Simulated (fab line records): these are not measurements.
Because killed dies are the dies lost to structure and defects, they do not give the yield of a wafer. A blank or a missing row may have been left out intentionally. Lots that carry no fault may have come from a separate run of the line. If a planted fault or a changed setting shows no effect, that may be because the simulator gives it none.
fab line records	flow nandHarc
[record] lots = 6	wafers = 18	lastDay = 33
route steps=1302 shown A_STAIRCASE@699 END@1302
lots with no fault: from the same line, run without faults
startH: start of the lot's first displayed wafer, in hours after the record's first day	waitH: time in hours since the lot's previous step	" repeats the value in the row above	L1.1+2: several wafers, shown together as one row	- either no value or no given start	* or withheld: withheld	< > ~ a bound
route shown NAME@n: a module of which the file shows steps, and the number in the route of the first	usual: average and standard deviation across the fault-free wafers	same: alike in all rows	chamber/n: place in a boat	sites: the reading at each site	_std_site: standard deviation of those values	_edge_site: the outer-site mean with the inner-site mean subtracted	radiusMm: how far each site lies from the wafer's centre	mask NAME#n: copy n	behind: the most recent tool/chamber to have shaped the wafer	hold: reason for holding the lot/hours on hold/outcome of the hold	device: transistor that didn't switch, given as n, p or np	end of line: the tests these same wafers got at the end of their route	step lacking rows: just its recipe	killed: not the wafer's yield, but the dies lost to structure and defects at the first sort	map: a wafer's dies, marking killed ones x, the rest . and places with no die _
set.NAME: the run value of the setting; set.NAME@STEP: its run value at that earlier step	model.NAME: the simulator's own value behind a step, which no gauge read
lots at some steps of the route; a table a step, a row a wafer
services: a tool's chamber out of use, with start hour (startH, from the record's first day; less than 0 if before it), hours out, and reason
[[steps]]
[step NHARC_A_STAIRCASE_HARDBAKE_185]
[recipe] tempC = 120	timeS = 140
[step NHARC_A_STAIRCASE_DESCUM_186]
[recipe] timeS = 3	o2FlowSccm = 200	arFlowSccm = 0	biasPowerW = 0	chemistry = O2
[step NHARC_A_STAIRCASE_TRIM_187]
[recipe] timeS = 211.2	o2FlowSccm = 500	arFlowSccm = 0	biasW = 0	chemistry = O2
[step NHARC_A_STAIRCASE_ETCH_188]
[recipe] targetDepthA = 1000	timeS = 40.5	ionEnergyEv = 400	c4f8FlowSccm = 20	o2FlowSccm = 10	arFlowSccm = withheld	rfW = 600	biasW = 1000	chemistry = C4F8/O2
[usual] biasW = 1000.0/2.9	chamberPressureMTorr = 25.001/0.022	oesProductAu = 0.939/0.018	rfFwdPowerW = 591.4/2.6	rfVppV = 896/6.3
lot.wafer	tool	chamber	startH	waitH	biasW	chamberPressureMTorr	oesProductAu	rfFwdPowerW	rfHoursCounterH	rfVppV
L672.2	rieDiel-09	0	-	-	1000.6	25.000	0.923	591.3	13	905
L672.5	"	0	"	"	1001.3	25.021	0.923	590.5	-	904
L672.4	"	3	"	"	998.6	24.959	0.947	590.6	-	893
L679.1	rieDiel-04	3	-	-	998.9	24.992	0.924	594.7	16	890
L679.3	"	0	"	"	1004.8	25.013	0.953	588.8	15	903
L679.6	"	3	"	"	997.3	24.999	0.921	592.9	-	889
L681.2	rieDiel-09	1	-	-	1004.4	24.987	0.927	591.2	32	892
L681.6	"	3	"	"	999.8	24.975	0.924	589.5	-	893
L681.5	"	2	"	"	992.8	24.980	0.911	589.6	-	900
L685.2	rieDiel-04	3	-	-	998.9	24.936	0.967	596.2	34	889
L685.4	"	1	"	"	1001.4	24.976	0.941	593.8	31	894
L685.5	"	0	"	"	998.0	24.992	0.959	592.0	-	902
L691.2	rieDiel-04	0	-	-	1001.5	24.981	0.966	590.4	2	902
L691.4	"	3	"	"	999.5	24.950	0.952	594.3	2	889
L691.5	"	1	"	"	1000.4	24.981	0.923	589.2	-	894
L694.4	rieDiel-04	0	-	-	995.3	25.035	0.985	592.7	9	902
L694.6	"	1	"	"	1000.5	25.001	0.928	590.4	-	894
L694.5	"	2	"	"	994.4	25.000	0.936	590.1	-	905
[step NHARC_A_STAIRCASE_TRIM_189]
[recipe] timeS = 211.2	o2FlowSccm = 500	arFlowSccm = 0	biasW = 0	chemistry = O2
[usual] drypumpMotorCurrentA = 5.7/0.32	oesProductAu = 1.001/0.016	rfVppV = 57.7/0.98	showerheadPlenumPTorr = 3.52/0.17	throttleValvePct = 17.038/0.0091
lot.wafer	tool	chamber	startH	waitH	drypumpMotorCurrentA	oesProductAu	rfHoursCounterH	rfVppV	showerheadPlenumPTorr	throttleValvePct
L672.2	rieDiel-09	0	-	-	6.0	0.994	13	58.8	3.77	17.038
L672.5	"	2	"	"	6.2	1.009	-	57.3	3.65	17.023
L672.4	"	0	"	"	6.0	0.979	-	57.1	3.77	17.043
L679.3	rieDiel-04	1	-	-	5.5	0.992	13	58.2	3.48	17.023
L679.1	"	3	"	"	6.2	1.009	16	56.6	3.36	17.031
L679.6	"	0	"	"	5.7	1.018	-	58.3	3.73	17.040
L681.2	rieDiel-09	1	-	-	5.9	1.014	32	58.5	3.40	17.037
L681.5	"	2	"	"	6.3	0.991	-	57.5	3.64	17.032
L681.6	"	3	"	"	5.3	0.998	-	57.8	3.44	17.027
L685.2	rieDiel-04	3	-	-	6.2	0.994	34	56.3	3.35	17.044
L685.4	"	0	"	"	5.7	1.006	32	59.4	3.72	17.031
L685.5	"	2	"	"	5.6	0.994	-	58.3	3.29	17.047
L691.2	rieDiel-04	2	-	-	5.6	0.979	2	58.1	3.81	17.038
L691.4	"	3	"	"	6.2	1.006	2	58.3	3.34	17.032
L691.5	"	0	"	"	5.7	1.024	-	58.1	3.70	17.035
L694.4	rieDiel-04	2	-	-	5.6	0.989	12	58.4	3.80	17.026
L694.6	"	3	"	"	6.2	1.014	-	58.2	3.34	17.024
L694.5	"	0	"	"	5.7	1.033	-	56.8	3.70	17.047
[step NHARC_A_STAIRCASE_ETCH_190]
[recipe] targetDepthA = 1000	timeS = 40.5	ionEnergyEv = 400	c4f8FlowSccm = 20	o2FlowSccm = 10	arFlowSccm = withheld	rfW = 600	biasW = 1000	chemistry = C4F8/O2
[step NHARC_A_STAIRCASE_TRIM_191]
[recipe] timeS = 211.2	o2FlowSccm = 500	arFlowSccm = 0	biasW = 0	chemistry = O2
[step NHARC_A_STAIRCASE_ETCH_192]
[recipe] targetDepthA = 1000	timeS = 40.5	ionEnergyEv = 400	c4f8FlowSccm = 20	o2FlowSccm = 10	arFlowSccm = withheld	rfW = 600	biasW = 1000	chemistry = C4F8/O2
[step NHARC_A_STAIRCASE_TRIM_193]
[recipe] timeS = 211.2	o2FlowSccm = 500	arFlowSccm = 0	biasW = 0	chemistry = O2
[usual] drypumpMotorCurrentA = 5.7/0.32	oesProductAu = 1.000/0.016	rfVppV = 57.8/0.94	showerheadPlenumPTorr = 3.52/0.17	throttleValvePct = 17.036/0.0095
lot.wafer	tool	chamber	startH	waitH	drypumpMotorCurrentA	oesProductAu	rfHoursCounterH	rfVppV	showerheadPlenumPTorr	throttleValvePct
L672.2	rieDiel-09	3	-	-	5.4	0.999	11	57.2	3.45	17.046
L672.4	"	0	"	"	6.1	0.987	-	56.6	3.77	17.035
L672.5	"	2	"	"	6.2	1.014	-	58.9	3.65	17.035
L679.1	rieDiel-04	2	-	-	5.6	0.986	18	56.1	3.30	17.020
L679.3	"	3	"	"	6.2	1.001	17	58.0	3.36	17.042
L679.6	"	1	"	"	5.4	0.987	-	58.9	3.48	17.015
L681.2	rieDiel-09	1	-	-	5.9	1.011	32	57.9	3.40	17.041
L681.6	"	2	"	"	6.2	0.982	-	57.6	3.64	17.040
L681.5	"	3	"	"	5.3	1.002	-	57.1	3.44	17.037
L685.2	rieDiel-04	0	-	-	5.7	1.005	32	59.2	3.72	17.034
L685.4	"	3	"	"	6.2	1.000	34	57.6	3.35	17.044
L685.5	"	1	"	"	5.5	0.998	-	57.6	3.47	17.046
L691.4	rieDiel-04	0	-	-	5.7	1.032	3	57.5	3.70	17.040
L691.2	"	1	"	"	5.4	0.974	2	59.2	3.46	17.033
L691.5	"	3	"	"	6.2	1.015	-	57.2	3.34	17.032
L694.4	rieDiel-04	1	-	-	5.5	0.984	12	57.6	3.46	17.035
L694.6	"	3	"	"	6.2	1.015	-	58.4	3.34	17.035
L694.5	"	0	"	"	5.7	1.040	-	57.3	3.70	17.030
[step NHARC_A_STAIRCASE_ETCH_194]
[recipe] targetDepthA = 1000	timeS = 40.5	ionEnergyEv = 400	c4f8FlowSccm = 20	o2FlowSccm = 10	arFlowSccm = withheld	rfW = 600	biasW = 1000	chemistry = C4F8/O2
[usual] biasW = 999.7/3	chamberPressureMTorr = 24.996/0.024	oesProductAu = 0.943/0.015	rfFwdPowerW = 591.8/2.3	rfVppV = 896/6.4
lot.wafer	tool	chamber	startH	waitH	biasW	chamberPressureMTorr	oesProductAu	rfFwdPowerW	rfHoursCounterH	rfVppV
L672.2	rieDiel-09	0	-	-	1001.3	24.974	0.932	591.8	13	906
L672.5	"	0	"	"	997.4	24.966	0.936	590.0	-	905
L672.4	"	3	"	"	998.6	24.992	0.944	591.6	-	893
L679.1	rieDiel-04	2	-	-	997.0	25.010	0.948	592.9	18	887
L679.3	"	0	"	"	1006.6	25.009	0.981	591.2	16	903
L679.6	"	2	"	"	996.5	24.994	0.939	592.2	-	887
L681.2	rieDiel-09	2	-	-	1001.6	25.004	0.947	587.9	37	900
L681.5	"	2	"	"	998.0	24.932	0.934	591.1	-	901
L681.6	"	3	"	"	997.1	24.983	0.953	589.5	-	892
L685.4	rieDiel-04	2	-	-	1001.1	25.006	0.940	588.8	37	886
L685.2	"	1	"	"	999.5	24.957	0.940	592.6	31	895
L685.5	"	3	"	"	1002.2	24.986	0.950	591.8	-	889
L691.4	rieDiel-04	2	-	-	997.8	25.002	0.926	592.1	2	905
L691.2	"	0	"	"	999.3	24.980	0.960	592.9	3	904
L691.5	"	3	"	"	1000.5	24.975	0.940	593.4	-	890
L694.4	rieDiel-04	1	-	-	999.1	24.968	0.922	591.1	12	894
L694.6	"	3	"	"	1004.6	24.974	0.949	591.0	-	889
L694.5	"	0	"	"	1003.9	24.992	0.966	591.5	-	904
[step NHARC_A_STAIRCASE_TRIM_196]
[recipe] timeS = 211.2	o2FlowSccm = 500	arFlowSccm = 0	biasW = 0	chemistry = O2
[usual] drypumpMotorCurrentA = 5.7/0.33	oesProductAu = 0.998/0.015	rfVppV = 57.8/0.79	showerheadPlenumPTorr = 3.53/0.16	throttleValvePct = 17.038/0.0079
lot.wafer	tool	chamber	startH	waitH	drypumpMotorCurrentA	oesProductAu	rfHoursCounterH	rfVppV	showerheadPlenumPTorr	throttleValvePct
L672.2	rieDiel-09	3	366.22	0.1	5.4	1.010	11	57.5	3.45	17.030
L672.5	"	2	"	"	6.2	1.001	-	58.1	3.65	17.040
L672.4	"	0	"	"	6.0	0.990	-	59.1	3.77	17.039
L679.3	rieDiel-04	3	431.63	0.1	6.2	1.007	17	57.1	3.36	17.038
L679.1	"	0	"	"	5.7	1.029	16	57.5	3.73	17.033
L679.6	"	3	"	"	6.2	1.013	-	56.8	3.36	17.042
L681.2	rieDiel-13	3	437.42	0.1	5.2	0.976	28	58.9	3.73	17.046
L681.6	"	0	"	"	5.6	0.997	-	56.9	3.52	17.042
L681.5	"	1	"	"	5.9	0.994	-	57.2	3.33	17.035
L685.4	rieDiel-04	3	481.15	0.1	6.2	1.009	34	57.4	3.35	17.032
L685.2	"	2	"	"	5.6	0.995	37	55.0	3.29	17.027
L685.5	"	3	"	"	6.2	1.012	-	58.4	3.35	17.038
L691.4	rieDiel-13	0	551.08	0.1	5.6	1.007	8	57.8	3.50	17.043
L691.2	"	2	"	"	5.2	1.024	13	57.6	3.63	17.030
L691.5	"	3	"	"	5.2	1.008	-	57.8	3.71	17.040
L694.4	rieDiel-09	1	582.97	0.1	5.9	0.995	23	56.9	3.38	17.039
L694.5	"	2	"	"	6.3	0.980	-	57.0	3.61	17.031
L694.6	"	3	"	"	5.4	1.019	-	58.0	3.41	17.034
[step NHARC_A_STAIRCASE_ETCH_197]
[recipe] targetDepthA = 1000	timeS = 40.5	ionEnergyEv = 400	c4f8FlowSccm = 20	o2FlowSccm = 10	arFlowSccm = withheld	rfW = 600	biasW = 1000	chemistry = C4F8/O2
[usual] biasW = 1000.2/2.7	chamberPressureMTorr = 25.001/0.024	oesProductAu = 0.949/0.021	rfFwdPowerW = 591.4/2.6	rfVppV = 896/5.8
lot.wafer	tool	chamber	startH	waitH	biasW	chamberPressureMTorr	oesProductAu	rfFwdPowerW	rfHoursCounterH	rfVppV
L672.2	rieDiel-09	3	370.19	-	1001.6	25.037	0.940	593.9	15	893
L672.4	"	2	"	"	1002.7	25.029	0.945	587.3	15	900
L672.5	"	0	"	"	995.9	24.994	0.917	592.5	-	905
L679.1	rieDiel-04	0	431.81	-	-	-	-	-	-	-
L679.3	"	1	"	"	-	-	-	-	-	-
L679.6	"	0	"	"	-	-	-	-	-	-
L681.2	rieDiel-13	2	437.57	-	-	-	-	-	-	-
L681.5	"	3	"	"	-	-	-	-	-	-
L681.6	"	0	"	"	-	-	-	-	-	-
L685.4	rieDiel-04	1	481.35	-	1001.6	25.027	0.954	590.6	32	893
L685.2	"	2	"	"	1000.6	25.003	0.953	592.0	37	887
L685.5	"	3	"	"	998.2	25.021	0.948	591.5	-	891
L691.4	rieDiel-13	2	551.36	-	995.1	25.009	0.990	589.6	13	899
L691.2	"	3	"	"	1001.0	25.028	0.947	593.4	14	902
L691.5	"	1	"	"	1003.5	24.963	0.946	592.2	-	887
L694.4	rieDiel-09	2	583.10	-	997.8	25.031	0.936	589.3	26	899
L694.6	"	2	"	"	997.6	25.046	0.932	588.3	-	898
L694.5	"	3	"	"	996.4	25.021	0.986	589.2	-	891
[step NHARC_A_STAIRCASE_TRIM_198]
[recipe] timeS = 211.2	o2FlowSccm = 500	arFlowSccm = 0	biasW = 0	chemistry = O2
[step NHARC_END_SORT_01]
[recipe] tempC = 25
[usual] killedAtArray = 54/17	killedAtOther = 0.7/1	killedAtPeriphery = 3.7/2.9	killedDies = 58/16	killedOpen = 3.2/1.9	killedShort = 2.2/1.5
[same] grossDies = 677
lot.wafer	tool	chamber	startH	waitH	killedAtArray	killedAtOther	killedAtPeriphery	killedDies	killedOpen	killedShort
L672.2	prober-02	0	573.93	2.8	77	0	0	77	2	1
L672.4	prober-02	0	575.51	3.4	70	0	1	71	1	3
L672.5	prober-02	0	576.30	3.7	90	0	1	91	3	3
L681.2	prober-02	0	646.41	2.8	669	1	7	677	2	1
L681.5	prober-02	0	648.78	3.7	670	2	5	677	2	3
L681.6	prober-02	0	649.57	4.0	672	3	2	677	2	0
L679.1	prober-01	0	653.29	2.5	677	0	0	677	1	0
L679.3	prober-01	0	654.88	3.1	675	1	1	677	2	1
L679.6	prober-01	0	657.27	4.0	676	0	1	677	4	2
// killed by level:class
L672.2 A_CHANNEL_HOLE_D2:chamberFilmFlake=27 A_CHANNEL_HOLE_D1:chamberFilmFlake=24 A_SLIT:chamberFilmFlake=15 A_WL_FILL:chamberFilmFlake=3 A_SGD_CUT:chamberFilmFlake=2 A_ONON_D2:geometricParticle:open=1 A_CHANNEL_FILL_D2:geometricParticle:open=1 A_CHANNEL_FILL_D2:geometricParticle:short=1
L672.4 A_CHANNEL_HOLE_D2:chamberFilmFlake=30 A_SLIT:chamberFilmFlake=14 A_CHANNEL_HOLE_D1:chamberFilmFlake=14 A_CONTACT:chamberFilmFlake=4 A_SGD_CUT:chamberFilmFlake=3 A_CONTACT:unspecified=2 P_M1:geometricParticle:open=1 A_ONON_D1:geometricParticle:short=1
L672.5 A_CHANNEL_HOLE_D1:chamberFilmFlake=31 A_CHANNEL_HOLE_D2:chamberFilmFlake=30 A_SLIT:chamberFilmFlake=14 A_DECK1_JOINT:chamberFilmFlake=4 A_CHANNEL_FILL_D1:geometricParticle:short=1 A_CHANNEL_FILL_D1:geometricParticle:open=1 A_WL_FILL:geometricParticle:open=1 A_WL_FILL:geometricParticle:short=1
L681.2 A_STAIRCASE:areaEtch=600 A_CHANNEL_HOLE_D2:chamberFilmFlake=36 A_SLIT:chamberFilmFlake=12 A_CONTACT:chamberFilmFlake=11 P_GATE:chamberFilmFlake=5 A_CHANNEL_HOLE_D1:chamberFilmFlake=5 A_CHANNEL_FILL_D1:geometricParticle:short=1 A_CHANNEL_FILL_D2:geometricParticle:open=1
L681.5 A_STAIRCASE:areaEtch=616 A_CHANNEL_HOLE_D2:chamberFilmFlake=35 A_SLIT:chamberFilmFlake=13 P_GATE:geometricParticle:open=2 A_WL_FILL:geometricParticle:short=2 A_CHANNEL_FILL_D2:chamberFilmFlake=2 STARTING-WAFER:geometricParticle:short=1 P_ZERO_WELL:chamberFilmFlake=1
L681.6 A_STAIRCASE:areaEtch=578 A_CHANNEL_HOLE_D2:chamberFilmFlake=43 A_SLIT:chamberFilmFlake=38 A_CONTACT:chamberFilmFlake=4 A_CHANNEL_HOLE_D1:chamberFilmFlake=2 A_SGD_CUT:chamberFilmFlake=2 HYBRID_BOND:chamberFilmFlake=2 A_DECK1_JOINT:geometricParticle:open=1
L679.1 A_STAIRCASE:areaEtch=630 A_CHANNEL_HOLE_D2:chamberFilmFlake=37 A_CHANNEL_HOLE_D1:chamberFilmFlake=5 A_CHANNEL_FILL_D2:chamberFilmFlake=2 A_CHANNEL_FILL_D2:geometricParticle:open=1 A_WL_FILL:chamberFilmFlake=1 A_CONTACT:chamberFilmFlake=1
L679.3 A_STAIRCASE:areaEtch=629 A_CHANNEL_HOLE_D2:chamberFilmFlake=35 A_CHANNEL_HOLE_D1:chamberFilmFlake=3 A_CONTACT:chamberFilmFlake=2 A_CHANNEL_HOLE_D1:geometricParticle:short=1 A_SGD_CUT:geometricParticle:open=1 A_CONTACT:geometricParticle:open=1 P_GATE:chamberFilmFlake=1
L679.6 A_STAIRCASE:areaEtch=623 A_CHANNEL_HOLE_D2:chamberFilmFlake=34 A_CHANNEL_HOLE_D1:chamberFilmFlake=7 A_CONTACT:chamberFilmFlake=2 A_WL_FILL:chamberFilmFlake=2 A_CHANNEL_HOLE_D1:geometricParticle:open=1 A_CHANNEL_FILL_D1:geometricParticle:short=1 A_CHANNEL_FILL_D1:geometricParticle:open=1
// map L679.1 (x killed, . not)
____________x____________
_________xxxxxxx_________
_______xxxxxxxxxxx_______
______xxxxxxxxxxxxx______
_____xxxxxxxxxxxxxxx_____
____xxxxxxxxxxxxxxxxx____
____xxxxxxxxxxxxxxxxx____
___xxxxxxxxxxxxxxxxxxx___
___xxxxxxxxxxxxxxxxxxx___
__xxxxxxxxxxxxxxxxxxxxx__
__xxxxxxxxxxxxxxxxxxxxx__
_xxxxxxxxxxxxxxxxxxxxxxx_
_xxxxxxxxxxxxxxxxxxxxxxx_
_xxxxxxxxxxxxxxxxxxxxxxx_
_xxxxxxxxxxxxxxxxxxxxxxx_
_xxxxxxxxxxxxxxxxxxxxxxx_
xxxxxxxxxxxxxxxxxxxxxxxxx
xxxxxxxxxxxxxxxxxxxxxxxxx
xxxxxxxxxxxxxxxxxxxxxxxxx
xxxxxxxxxxxxxxxxxxxxxxxxx
xxxxxxxxxxxxxxxxxxxxxxxxx
_xxxxxxxxxxxxxxxxxxxxxxx_
_xxxxxxxxxxxxxxxxxxxxxxx_
_xxxxxxxxxxxxxxxxxxxxxxx_
_xxxxxxxxxxxxxxxxxxxxxxx_
_xxxxxxxxxxxxxxxxxxxxxxx_
__xxxxxxxxxxxxxxxxxxxxx__
__xxxxxxxxxxxxxxxxxxxxx__
___xxxxxxxxxxxxxxxxxxx___
___xxxxxxxxxxxxxxxxxxx___
____xxxxxxxxxxxxxxxxx____
____xxxxxxxxxxxxxxxxx____
_____xxxxxxxxxxxxxxx_____
______xxxxxxxxxxxxx______
_______xxxxxxxxxxx_______
_________xxxxxxx_________
____________x____________
// map L681.2 (x killed, . not)
____________x____________
_________xxxxxxx_________
_______xxxxxxxxxxx_______
______xxxxxxxxxxxxx______
_____xxxxxxxxxxxxxxx_____
____xxxxxxxxxxxxxxxxx____
____xxxxxxxxxxxxxxxxx____
___xxxxxxxxxxxxxxxxxxx___
___xxxxxxxxxxxxxxxxxxx___
__xxxxxxxxxxxxxxxxxxxxx__
__xxxxxxxxxxxxxxxxxxxxx__
_xxxxxxxxxxxxxxxxxxxxxxx_
_xxxxxxxxxxxxxxxxxxxxxxx_
_xxxxxxxxxxxxxxxxxxxxxxx_
_xxxxxxxxxxxxxxxxxxxxxxx_
_xxxxxxxxxxxxxxxxxxxxxxx_
xxxxxxxxxxxxxxxxxxxxxxxxx
xxxxxxxxxxxxxxxxxxxxxxxxx
xxxxxxxxxxxxxxxxxxxxxxxxx
xxxxxxxxxxxxxxxxxxxxxxxxx
xxxxxxxxxxxxxxxxxxxxxxxxx
_xxxxxxxxxxxxxxxxxxxxxxx_
_xxxxxxxxxxxxxxxxxxxxxxx_
_xxxxxxxxxxxxxxxxxxxxxxx_
_xxxxxxxxxxxxxxxxxxxxxxx_
_xxxxxxxxxxxxxxxxxxxxxxx_
__xxxxxxxxxxxxxxxxxxxxx__
__xxxxxxxxxxxxxxxxxxxxx__
___xxxxxxxxxxxxxxxxxxx___
___xxxxxxxxxxxxxxxxxxx___
____xxxxxxxxxxxxxxxxx____
____xxxxxxxxxxxxxxxxx____
_____xxxxxxxxxxxxxxx_____
______xxxxxxxxxxxxx______
_______xxxxxxxxxxx_______
_________xxxxxxx_________
____________x____________
[[services]]
tool	chamber	startH	hours	kind
rieDiel-13	-	342.16	9.0	pm
rieDiel-04	2	347.03	6.0	repair
rieDiel-04	0	353.25	1.8	repair
rieDiel-04	3	353.40	8.5	repair
rieDiel-09	1	356.47	11.1	repair
rieDiel-04	-	357.14	9.0	pm
rieDiel-04	0	357.14	9.0	ventCycle
rieDiel-04	1	357.14	9.0	ventCycle
rieDiel-04	2	357.14	9.0	ventCycle
rieDiel-04	0	366.14	-	clean
rieDiel-04	0	366.14	-	consumableReplace:focusRing
rieDiel-04	1	366.14	-	clean
rieDiel-04	2	366.14	-	clean
rieDiel-13	2	384.14	13.5	repair
rieDiel-04	0	390.64	-	clean
rieDiel-04	1	390.64	-	clean
rieDiel-04	2	390.64	-	clean
rieDiel-04	3	390.64	-	clean
rieDiel-09	1	399.58	2.5	repair
rieDiel-09	1	443.80	8.7	repair
rieDiel-09	-	497.14	9.0	pm
rieDiel-13	-	519.23	9.0	pm
rieDiel-04	-	534.14	9.0	pm
rieDiel-13	0	543.73	4.0	repair
[[key]]
[firstSign] step = NHARC_A_STAIRCASE_ETCH_197	reading = toolRecord	direction = missing
[effect] step = NHARC_END_SORT_01	reading = killedDies	direction = up	sigmas = 38	usual = 58	struck = 677
[moreKillsBornAt] NHARC_A_STAIRCASE_ETCH_197@rieDiel-04 = 1882	NHARC_A_STAIRCASE_ETCH_197@rieDiel-13 = 1793
metAt NHARC_A_STAIRCASE_ETCH_197
struckWafers L679.1,L679.3,L679.6,L681.2,L681.5,L681.6
laterRowsLeftOut L679.1,L679.3,L679.6,L681.2,L681.5,L681.6
testerLeftOut L679,L681
[fault] kind = skippedStepWhole	tool = rieDiel-04,rieDiel-13	chamber = -	onsetH = 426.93	steps = NHARC_A_STAIRCASE_ETCH_197	scope = struckLotsOnly
// testerLeftOut: of these lots the tester's yield and bins aren't shown, on N5 and GAA mostly nor the transistor test; their killed dies are dies lost to structure and defects alone, not to doping, threshold or leakage, so they don't give the yield
// laterRowsLeftOut: the simulator's readings of these wafers behind a module that went badly wrong aren't trusted and aren't shown, but for the sort
